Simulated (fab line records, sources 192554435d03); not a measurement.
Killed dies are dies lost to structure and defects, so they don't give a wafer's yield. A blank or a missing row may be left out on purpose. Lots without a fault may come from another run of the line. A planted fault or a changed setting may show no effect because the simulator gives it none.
Split-lot experiment | flow n5_finfet | 7 lots, 21 wafers read, on a route of 1938 steps

THE SPLIT
At N5_BEOL_M12_COAT_04 (resist thk 400 nm), the setting spin_rpm was moved away from the recipe's 1625 rpm on 4 of the 21 wafers read, by +5.2% to +9.4%. The other wafers ran this setting at the recipe's value.

FROM THE SPLIT TO THE READING: what the file shows between them, 4 steps
- N5_BEOL_M12_PEB_08: peb time 90 s (also split here: peb_time_s)
- N5_BEOL_M12_DEVELOP_09: develop time 45 s
- N5_BEOL_M12_HARDBAKE_14: time 120 s
- N5_BEOL_M12_DESCUM_15: chemistry O2, time 7.9 s

THE READING
coat_of_BEOL_M12_COAT_04.thk_nm (the simulator's own value, which no gauge read), in nm, at N5_BEOL_M12_ETCH_59 (etches BARC in N2/H2, target depth 89 nm, overetch 26.7 nm, time 67.9 s). The file gives no usual value for it. The 17 wafers here that ran the recipe average 317.4 nm, standard deviation 2.5 nm.

wafer  | tool, chamber at the split | spin_rpm as run, rpm | against the recipe | coat_of_BEOL_M12_COAT_04.thk_nm, nm | against lot-mates on the recipe
L082.1 | litho_track-05, 0          | 1625                 | recipe             | 319.8                               | -
L082.2 | litho_track-05, 0          | 1625                 | recipe             | 317.8                               | -
L082.6 | litho_track-05, 0          | 1625                 | recipe             | 313.8                               | -
L083.1 | litho_track-01, 0          | 1625                 | recipe             | 314.2                               | -
L083.4 | litho_track-01, 0          | 1625                 | recipe             | 318.8                               | -
L083.6 | litho_track-01, 0          | 1625                 | recipe             | 318.6                               | -
L087.1 | litho_track-01, 0          | 1625                 | recipe             | 318.2                               | -
L087.4 | litho_track-01, 0          | 1728                 | +6.3%              | 305.8                               | -12.4
L087.6 | litho_track-01, 0          | 1728                 | +6.3%              | 301.6                               | -16.6
L090.2 | litho_track-01, 0          | 1625                 | recipe             | 314                                 | -
L090.3 | litho_track-01, 0          | 1625                 | recipe             | 322                                 | -
L090.5 | litho_track-01, 0          | 1625                 | recipe             | 322.4                               | -
L092.1 | litho_track-05, 0          | 1625                 | recipe             | 316.4                               | -
L092.3 | litho_track-05, 0          | 1625                 | recipe             | 317.4                               | -
L092.5 | litho_track-05, 0          | 1709                 | +5.2%              | 308.4                               | -8.5
L093.3 | litho_track-05, 0          | 1625                 | recipe             | 313.2                               | -
L093.4 | litho_track-05, 0          | 1625                 | recipe             | 317.2                               | -
L093.6 | litho_track-05, 0          | 1625                 | recipe             | 317.8                               | -
L094.1 | litho_track-05, 0          | 1778                 | +9.4%              | 300.4                               | -16.9
L094.5 | litho_track-05, 0          | 1625                 | recipe             | 317.4                               | -
L094.6 | litho_track-05, 0          | 1625                 | recipe             | 317.2                               | -

THE FIT
A straight line over all 21 wafers: coat_of_BEOL_M12_COAT_04.thk_nm changes by -1.94 nm for each +1% of spin_rpm; r = -0.91; the points scatter about the line by 2.6 nm.
The same after taking each lot's own level away (the mean of its wafers on the recipe; 21 wafers): -1.97 nm for each +1%; r = -0.92; scatter 2.4 nm.
On that fit, the largest move of spin_rpm shifts the reading by 19 nm.
The lots' own levels span 316.07 to 319.47 nm, that is 1.3 times the standard deviation above.
So the lot-to-lot level changes the slope little: the two slopes agree.
Check: with one of the wafers moved furthest among these (+9.4%) left out of the fit, the line predicts -20 nm for it against its lot-mates. It came out at -16.9 nm against them.

OTHER SPLITS ON THESE WAFERS
These wafers also went through other splits before the reading. Each is held against what the fit with the lots' levels taken away leaves over:
other split on the same wafers | wafers away from the commonest value | r with coat_of_BEOL_M12_COAT_04.thk_nm (lot level and that fit taken away)
N5_BEOL_M11_EXPOSE_25 dose_mj  | 7                                    | -0.10
N5_BEOL_M12_PEB_08 peb_time_s  | 5                                    | -0.28

THE WHOLE CHAIN: every reading that the file lists as answering this split, in the file's order
step                | what it does                                                            | reading                                                                          | change (the file's fit)             | r (the file's)
N5_BEOL_M12_COAT_04 | resist thk 400 nm                                                       | coat_of_BEOL_M12_COAT_04.thk_nm (the simulator's own value, which no gauge read) | -1.8 nm for each +1% of the setting | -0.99
N5_BEOL_M12_ETCH_59 | etches BARC in N2/H2, target depth 89 nm, overetch 26.7 nm, time 67.9 s | coat_of_BEOL_M12_COAT_04.thk_nm (the simulator's own value, which no gauge read) | -1.9 nm for each +1% of the setting | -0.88

THE FILE'S OWN FIT
coat_of_BEOL_M12_COAT_04.thk_nm changes by -1.9 nm for each +1% of spin_rpm, r = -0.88.
